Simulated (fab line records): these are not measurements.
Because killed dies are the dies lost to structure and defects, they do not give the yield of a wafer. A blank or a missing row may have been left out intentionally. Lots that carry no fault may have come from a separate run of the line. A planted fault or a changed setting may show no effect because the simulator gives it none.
What tool caused it? :: flow nand harc :: 12 lots with 36 wafers sampled at 6 steps, on a route of 1302 steps

## WHAT THE GAUGES SHOWED, per wafer
NHARC_P_M2_CD_MEAS_09: target cd 170 nm. Usual: cd nm 170.0 nm, standard deviation 0.44.
lot: L976
measured: day 6 07:55
on: cd sem-03
cd nm (nm): 169.6 169.5 170.6
flag: 

lot: L979
measured: day 7 23:02
on: cd sem-02
cd nm (nm): 170.0 170.9 171.3
flag: 

lot: L981
measured: day 8 13:54
on: cd sem-02
cd nm (nm): 169.3 169.5 170.0
flag: 

lot: L983
measured: day 9 04:37
on: cd sem-01
cd nm (nm): 170.1 169.8 170.3
flag: 

lot: L984
measured: day 9 21:41
on: cd sem-03
cd nm (nm): 169.1 169.4 169.8
flag: 

lot: L986
measured: day 10 08:11
on: cd sem-01
cd nm (nm): 170.2 169.6 169.2
flag: 

lot: L987
measured: day 10 20:49
on: cd sem-01
cd nm (nm): 170.0 170.8 170.5
flag: 

lot: L992
measured: day 13 04:35
on: cd sem-02
cd nm (nm): 170.1 169.8 170.0
flag: 

lot: L993
measured: day 13 13:16
on: cd sem-02
cd nm (nm): 177.4 176.8 177.0
flag: OFF

lot: L995
measured: day 14 07:50
on: cd sem-03
cd nm (nm): 177.2 177.0 177.3
flag: OFF

lot: L998
measured: day 15 09:53
on: cd sem-01
cd nm (nm): 170.2 170.3 169.8
flag: 

lot: L999
measured: day 15 23:50
on: cd sem-03
cd nm (nm): 169.8 169.8 169.5
flag: 

NHARC_END_SORT_01. Usual: defect limited yield 91.4 %, standard deviation 2.9; killed at array 54, standard deviation 20; killed at other 0.9, standard deviation 1.1; killed at periphery 3.8, standard deviation 2.4; killed dies 58, standard deviation 20; killed open 3.5, standard deviation 1.9; killed short 2.5, standard deviation 1.6; sort_bin_2_pct 3.1 %, standard deviation 1.2; sort_bin_3_pct 0.6 %, standard deviation 0.39; sort_bin_4_pct 4.9 %, standard deviation 1.7; sort n pass 619, standard deviation 20; sort rim yield pct 91 %, standard deviation 4.3; sort yield pct 91.4 %, standard deviation 2.9.
lot: L979
measured: day 26 17:56
on: prober-01
defect limited yield (%): 94.5 97.0 95.6
killed at array: 35 17 26
killed at other: 0 0 1
killed at periphery: 2 3 3
killed dies: 37 20 30
killed open: 5 4 5
killed short: 2 4 1
sort_bin_2_pct (%): 1.2 0.7 1.3
sort_bin_3_pct (%): 0 0.1 0.3
sort_bin_4_pct (%): 4.3 2.1 2.8
sort n pass: 640 657 647
sort rim yield pct (%): 97 95 94
sort yield pct (%): 94.5 97.0 95.6
flag: 

lot: L981
measured: day 27 02:30
on: prober-01
defect limited yield (%): 92.3 87.3 89.8
killed at array: 47 82 64
killed at other: 0 1 1
killed at periphery: 5 3 4
killed dies: 52 86 69
killed open: 0 3 6
killed short: 5 4 3
sort_bin_2_pct (%): 3.1 4.0 4.3
sort_bin_3_pct (%): 0.3 1.3 0.4
sort_bin_4_pct (%): 4.3 7.4 5.5
sort n pass: 625 591 608
sort rim yield pct (%): 81 99 92
sort yield pct (%): 92.3 87.3 89.8
flag: 

lot: L983
measured: day 27 09:32
on: prober-01
defect limited yield (%): 93.8 94.4 92.9
killed at array: 35 34 43
killed at other: 0 1 1
killed at periphery: 7 3 4
killed dies: 42 38 48
killed open: 6 3 1
killed short: 2 2 2
sort_bin_2_pct (%): 2.7 1.5 2.7
sort_bin_3_pct (%): 0.1 0.6 0.9
sort_bin_4_pct (%): 3.4 3.5 3.5
sort n pass: 635 639 629
sort rim yield pct (%): 85 90 86
sort yield pct (%): 93.8 94.4 92.9
flag: 

lot: L984
measured: day 27 22:56
on: prober-02
defect limited yield (%): 90.5 93.8 91.4
killed at array: 62 37 54
killed at other: 0 0 0
killed at periphery: 2 5 4
killed dies: 64 42 58
killed open: 3 7 6
killed short: 2 4 3
sort_bin_2_pct (%): 3.1 2.4 3.2
sort_bin_3_pct (%): 0.6 0.1 0.6
sort_bin_4_pct (%): 5.8 3.7 4.7
sort n pass: 613 635 619
sort rim yield pct (%): 93 84 86
sort yield pct (%): 90.5 93.8 91.4
flag: 

lot: L986
measured: day 28 23:00
on: prober-01
defect limited yield (%): 92.3 93.8 94.5
killed at array: 51 38 31
killed at other: 0 0 0
killed at periphery: 1 4 6
killed dies: 52 42 37
killed open: 0 5 8
killed short: 1 1 3
sort_bin_2_pct (%): 1.8 2.8 2.2
sort_bin_3_pct (%): 1.2 0.3 0.4
sort_bin_4_pct (%): 4.7 3.1 2.8
sort n pass: 625 635 640
sort rim yield pct (%): 93 91 87
sort yield pct (%): 92.3 93.8 94.5
flag: 

lot: L993
measured: day 32 05:36
on: prober-01
defect limited yield (%): 91.6 94.8 94.7
killed at array: 53 29 31
killed at other: 0 0 2
killed at periphery: 4 6 3
killed dies: 57 35 36
killed open: 2 2 2
killed short: 6 1 6
sort_bin_2_pct (%): 2.4 2.5 2.4
sort_bin_3_pct (%): 1.0 0.3 0.1
sort_bin_4_pct (%): 5.0 2.4 2.8
sort n pass: 620 642 641
sort rim yield pct (%): 98 92 87
sort yield pct (%): 91.6 94.8 94.7
flag: 

lot: L998
measured: day 33 13:39
on: prober-01
defect limited yield (%): 89.4 94.7 95.1
killed at array: 67 34 32
killed at other: 1 1 0
killed at periphery: 4 1 1
killed dies: 72 36 33
killed open: 6 0 1
killed short: 5 3 0
sort_bin_2_pct (%): 3.2 1.6 1.0
sort_bin_3_pct (%): 0.6 0.3 0.3
sort_bin_4_pct (%): 6.8 3.4 3.5
sort n pass: 605 641 644
sort rim yield pct (%): 97 90 88
sort yield pct (%): 89.4 94.7 95.1
flag: 

## WHICH TOOL RAN EACH LOT (tool, then ch and the chambers of the sampled wafers, then the start)
lot: L976
NHARC_P_M1_DEGAS_29: pvd sputter-03, day 6 04:58
NHARC_P_M1_PVD_21: pvd sputter-03, day 6 06:37 or earlier
NHARC_P_M1_PRE_CLEAN_32: pecvd-03 ch 1,2, day 6 06:37
NHARC_P_M2_PEB_07: litho track-04 ch 0, day 6 07:50

lot: L979
NHARC_P_M1_DEGAS_29: pvd sputter-03, day 7 19:39
NHARC_P_M1_PVD_21: pvd sputter-03, day 7 21:50 or earlier
NHARC_P_M1_PRE_CLEAN_32: pecvd-03 ch 1,2, day 7 21:50
NHARC_P_M2_PEB_07: litho track-01 ch 0, day 7 22:57

lot: L981
NHARC_P_M1_DEGAS_29: pvd sputter-02, day 8 10:56
NHARC_P_M1_PVD_21: pvd sputter-02, day 8 12:34 or earlier
NHARC_P_M1_PRE_CLEAN_32: pecvd-03 ch 0,2, day 8 12:34
NHARC_P_M2_PEB_07: litho track-04 ch 0, day 8 13:49

lot: L983
NHARC_P_M1_DEGAS_29: pvd sputter-02, day 9 01:25
NHARC_P_M1_PVD_21: pvd sputter-02, day 9 03:03 or earlier
NHARC_P_M1_PRE_CLEAN_32: pecvd-03 ch 0, day 9 03:03
NHARC_P_M2_PEB_07: litho track-06 ch 0, day 9 04:32

lot: L984
NHARC_P_M1_DEGAS_29: pvd sputter-01, day 9 18:44
NHARC_P_M1_PVD_21: pvd sputter-01, day 9 20:22 or earlier
NHARC_P_M1_PRE_CLEAN_32: pecvd-01 ch 0,2, day 9 20:22
NHARC_P_M2_PEB_07: litho track-04 ch 0, day 9 21:36

lot: L986
NHARC_P_M1_DEGAS_29: pvd sputter-03, day 10 05:22
NHARC_P_M1_PVD_21: pvd sputter-03, day 10 07:02 or earlier
NHARC_P_M1_PRE_CLEAN_32: pecvd-03 ch 0,1, day 10 07:02
NHARC_P_M2_PEB_07: litho track-04 ch 0, day 10 08:07

lot: L987
NHARC_P_M1_DEGAS_29: pvd sputter-02, day 10 17:51
NHARC_P_M1_PVD_21: pvd sputter-02, day 10 19:30 or earlier
NHARC_P_M1_PRE_CLEAN_32: pecvd-03 ch 0,1,2, day 10 19:30
NHARC_P_M2_PEB_07: litho track-01 ch 0, day 10 20:44

lot: L992
NHARC_P_M1_DEGAS_29: pvd sputter-03, day 13 01:23
NHARC_P_M1_PVD_21: pvd sputter-03, day 13 03:15 or earlier
NHARC_P_M1_PRE_CLEAN_32: pecvd-02 ch 0,1,2, day 13 03:15
NHARC_P_M2_PEB_07: litho track-06 ch 0, day 13 04:30

lot: L993
NHARC_P_M1_DEGAS_29: pvd sputter-01, day 13 10:19
NHARC_P_M1_PVD_21: pvd sputter-01, day 13 11:56 or earlier
NHARC_P_M1_PRE_CLEAN_32: pecvd-02 ch 0,1,2, day 13 11:56
NHARC_P_M2_PEB_07: litho track-06 ch 0, day 13 13:11

lot: L995
NHARC_P_M1_DEGAS_29: pvd sputter-02, day 14 04:59
NHARC_P_M1_PVD_21: pvd sputter-02, day 14 06:39 or earlier
NHARC_P_M1_PRE_CLEAN_32: pecvd-02 ch 0,2, day 14 06:39
NHARC_P_M2_PEB_07: litho track-06 ch 0, day 14 07:45

lot: L998
NHARC_P_M1_DEGAS_29: pvd sputter-03, day 15 07:04
NHARC_P_M1_PVD_21: pvd sputter-03, day 15 08:41 or earlier
NHARC_P_M1_PRE_CLEAN_32: pecvd-01 ch 0,2, day 15 08:41
NHARC_P_M2_PEB_07: litho track-01 ch 0, day 15 09:48

lot: L999
NHARC_P_M1_DEGAS_29: pvd sputter-02, day 15 20:53
NHARC_P_M1_PVD_21: pvd sputter-02, day 15 22:32 or earlier
NHARC_P_M1_PRE_CLEAN_32: pecvd-02 ch 0,1,2, day 15 22:32
NHARC_P_M2_PEB_07: litho track-04 ch 0, day 15 23:45
- NHARC_P_M1_DEGAS_29: time 60 s.
- NHARC_P_M1_PVD_21: deposits Cu, target thk 30 nm, time 20.49 s.
- NHARC_P_M1_PRE_CLEAN_32: time 12 s.
- NHARC_P_M2_PEB_07: peb time 65 s.

## WHAT THE TOOLS THEMSELVES READ (means of the sampled wafers that have a number; where no wafer has one, the mark that the record gives instead)
NHARC_P_M1_DEGAS_29. Usual: heater power w 317 W, standard deviation 34.
lot: L976
tool: pvd sputter-03
heater power w (W): 281
flag: 

lot: L979
tool: pvd sputter-03
heater power w (W): 313
flag: 

lot: L981
tool: pvd sputter-02
heater power w (W): 315
flag: 

lot: L983
tool: pvd sputter-02
heater power w (W): 313
flag: 

lot: L984
tool: pvd sputter-01
heater power w (W): 346
flag: 

lot: L986
tool: pvd sputter-03
heater power w (W): 314
flag: 

lot: L987
tool: pvd sputter-02
heater power w (W): 330
flag: 

lot: L992
tool: pvd sputter-03
heater power w (W): 307
flag: 

lot: L993
tool: pvd sputter-01
heater power w (W): 315
flag: 

lot: L995
tool: pvd sputter-02
heater power w (W): 324
flag: 

lot: L998
tool: pvd sputter-03
heater power w (W): 312
flag: 

lot: L999
tool: pvd sputter-02
heater power w (W): 315
flag: 

NHARC_P_M1_PVD_21. Usual: throttle valve pct 30.3 %, standard deviation 1.1.
lot: L976
tool: pvd sputter-03
throttle valve pct (%): 29.5
flag: 

lot: L979
tool: pvd sputter-03
throttle valve pct (%): 29.3
flag: 

lot: L981
tool: pvd sputter-02
throttle valve pct (%): 30.8
flag: 

lot: L983
tool: pvd sputter-02
throttle valve pct (%): 31.6
flag: 

lot: L984
tool: pvd sputter-01
throttle valve pct (%): 29.5
flag: 

lot: L986
tool: pvd sputter-03
throttle valve pct (%): 29.7
flag: 

lot: L987
tool: pvd sputter-02
throttle valve pct (%): 30.8
flag: 

lot: L992
tool: pvd sputter-03
throttle valve pct (%): 29.4
flag: 

lot: L993
tool: pvd sputter-01
throttle valve pct (%): 29.9
flag: 

lot: L995
tool: pvd sputter-02
throttle valve pct (%): 30.8
flag: 

lot: L998
tool: pvd sputter-03
throttle valve pct (%): 29.6
flag: 

lot: L999
tool: pvd sputter-02
throttle valve pct (%): 30.5
flag: 

NHARC_P_M1_PRE_CLEAN_32. Usual: heater power w 624 W, standard deviation 90; rf fwd power W 292.5 W, standard deviation 0.94.
lot: L976
tool: pecvd-03
heater power w (W): 556
rf fwd power W (W): 291.7
flag: 

lot: L979
tool: pecvd-03
heater power w (W): 547
rf fwd power W (W): 292.0
flag: 

lot: L981
tool: pecvd-03
heater power w (W): 547
rf fwd power W (W): 292.4
flag: 

lot: L983
tool: pecvd-03
heater power w (W): 653
rf fwd power W (W): 291.6
flag: 

lot: L984
tool: pecvd-01
heater power w (W): 733
rf fwd power W (W): 292.8
flag: 

lot: L986
tool: pecvd-03
heater power w (W): 559
rf fwd power W (W): 292.7
flag: 

lot: L987
tool: pecvd-03
heater power w (W): 565
rf fwd power W (W): 292.9
flag: 

lot: L992
tool: pecvd-02
heater power w (W): 610
rf fwd power W (W): 293.2
flag: 

lot: L993
tool: pecvd-02
heater power w (W): 599
rf fwd power W (W): 291.8
flag: 

lot: L995
tool: pecvd-02
heater power w (W): 601
rf fwd power W (W): 292.6
flag: 

lot: L998
tool: pecvd-01
heater power w (W): 714
rf fwd power W (W): 292.6
flag: 

lot: L999
tool: pecvd-02
heater power w (W): 606
rf fwd power W (W): 292.6
flag: 

NHARC_P_M2_PEB_07. Usual: chill plate temp C 23.01 C, standard deviation 0.13; heater power total W 156.6 W, standard deviation 0.44; plate temp C 99.99 C, standard deviation 0.13.
lot: L976
tool: litho track-04
chill plate temp C (C): 22.92
heater power total W (W): 156.5
plate temp C (C): 99.98
flag: 

lot: L979
tool: litho track-01
chill plate temp C (C): 22.94
heater power total W (W): 156.9
plate temp C (C): 100.12
flag: 

lot: L981
tool: litho track-04
chill plate temp C (C): 22.93
heater power total W (W): 156.7
plate temp C (C): 99.99
flag: 

lot: L983
tool: litho track-06
chill plate temp C (C): 22.99
heater power total W (W): 156.1
plate temp C (C): 99.88
flag: 

lot: L984
tool: litho track-04
chill plate temp C (C): 22.94
heater power total W (W): 156.4
plate temp C (C): 99.94
flag: 

lot: L986
tool: litho track-04
chill plate temp C (C): 23.18
heater power total W (W): 156.5
plate temp C (C): 100.00
flag: 

lot: L987
tool: litho track-01
chill plate temp C (C): 23.08
heater power total W (W): 156.3
plate temp C (C): 100.12
flag: 

lot: L992
tool: litho track-06
chill plate temp C (C): 23.04
heater power total W (W): 156.3
plate temp C (C): 100.07
flag: 

lot: L993
tool: litho track-06
chill plate temp C (C): 23.02
heater power total W (W): 160.8
plate temp C (C): 102.19
flag: OFF

lot: L995
tool: litho track-06
chill plate temp C (C): 23.05
heater power total W (W): 161.6
plate temp C (C): 101.91
flag: OFF

lot: L998
tool: litho track-01
chill plate temp C (C): 23.19
heater power total W (W): 156.5
plate temp C (C): 100.10
flag: 

lot: L999
tool: litho track-04
chill plate temp C (C): 23.05
heater power total W (W): 157.2
plate temp C (C): 99.95
flag: 

## THE ANSWER, worked out from the rows above alone
Rule: a lot is off if the mean of its wafers that have a number lies more than 3 standard deviations from the usual mean. A lot without any number at a reading at which 4 lots or more have one is off too. All remaining lots with rows at the step are treated as sound. First the gauges in route order, then the tools' own readings, where a lot's mean is used as printed above. At the first step where some lot is off, the reading lying furthest off is the one used; lots without a number count as furthest.
Off: L993, L995, at NHARC_P_M2_CD_MEAS_09 (cd nm).
If a tool, at a process step before that reading, ran all the lots that are off and no sound lot after the first of them, it fits. Not tried: the gauges at NHARC_P_M2_CD_MEAS_09; whatever is off there is also off at NHARC_P_M2_PEB_07, on other tools, and gauge error can't account for it. NHARC_P_M1_PVD_21: start missing for some lots; hours and lot order therefore follow NHARC_P_M1_PRE_CLEAN_32. One candidate fits, namely litho track-06 at NHARC_P_M2_PEB_07. Its last sound lot is L992 (day 13 04:30), its first lot that is off L993 (day 13 13:11): a fault that began between those two fits.
The tool's own readings at NHARC_P_M2_PEB_07 bear it out: on the lots that are off they differ by more than 5 times the standard deviation of the sound lots' means. heater power total W reads 161.2 W there against 156.5 W on the sound lots; plate temp C reads 102.05 C there against 100.02 C on the sound lots.

## WHAT THE SIMULATOR HAD INSERTED
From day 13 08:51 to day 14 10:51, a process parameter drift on litho track-06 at NHARC_P_M2_PEB_07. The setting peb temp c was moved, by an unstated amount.
Shown lots that were struck: L993, L995. This agrees with what the rule above found.
